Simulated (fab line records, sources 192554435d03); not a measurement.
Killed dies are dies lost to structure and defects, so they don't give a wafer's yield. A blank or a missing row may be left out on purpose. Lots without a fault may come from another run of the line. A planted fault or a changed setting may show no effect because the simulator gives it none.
Chamber matching | flow n5_finfet | N5_BEOL_M10_ALD_74 on ald_metal-03: 3 sister chambers
The step deposits TaN, target thk 2 nm, pulse time 2 s, purge time 3 s. 14 wafers are shown with their chamber, then 6 later ones without.

WAFERS WITH THEIR CHAMBER
wafer  | chamber | heater_power_outer_w (W) | heater_power_w (W)
L074.1 | 0       | 236                      | 439
L074.4 | 1       | 240                      | 441
L074.6 | 1       | 242                      | 442
L078.1 | 1       | 241                      | 434
L078.3 | 3       | 272                      | 450
L078.5 | 3       | 264                      | 439
L076.1 | 3       | 259                      | 427
L076.3 | 0       | 234                      | 433
L076.5 | 1       | 250                      | 434
L080.2 | 1       | 247                      | 431
L080.4 | 3       | 261                      | 447
L080.5 | 1       | 247                      | 434
L083.2 | 0       | 235                      | 444
L083.4 | 3       | 268                      | 439

SIGNATURES (means of the wafers above)
reading              | chamber 0 | chamber 1 | chamber 3 | scatter within a chamber
heater_power_outer_w | 235.00    | 244.50    | 264.80    | 4.2
heater_power_w       | 438.67    | 436.00    | 440.40    | 6.59
Rule: a wafer's distance from a chamber is the root of the sum, over the readings, of the square of ((its reading less the chamber's mean) divided by the reading's scatter). The wafer belongs to the nearest chamber; if the next one is less than 2 further off, it can't be placed. The scatter: the root of (the sum of the squares of (reading less its chamber's mean) over the shown wafers, divided by (wafers less chambers)).

WAFERS WITHOUT THEIR CHAMBER
wafer  | heater_power_outer_w (W) | heater_power_w (W)
L083.6 | 232                      | 431
L084.1 | 239                      | 441
L084.2 | 272                      | 430
L089.1 | 233                      | 446
L089.3 | 264                      | 428
L089.4 | 242                      | 436

WHICH CHAMBER EACH WENT THROUGH
wafer  | from the rows above     | in truth
L083.6 | can't be placed: 0 or 1 | 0
L084.1 | can't be placed: 0 or 1 | 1
L084.2 | 3                       | 3
L089.1 | can't be placed: 0 or 1 | 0
L089.3 | 3                       | 3
L089.4 | can't be placed: 1 or 0 | 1
Placed correctly: 2 of 6. Can't be placed from these rows: 4 (the true chamber is among the candidates in 4). Placed wrongly: 0.
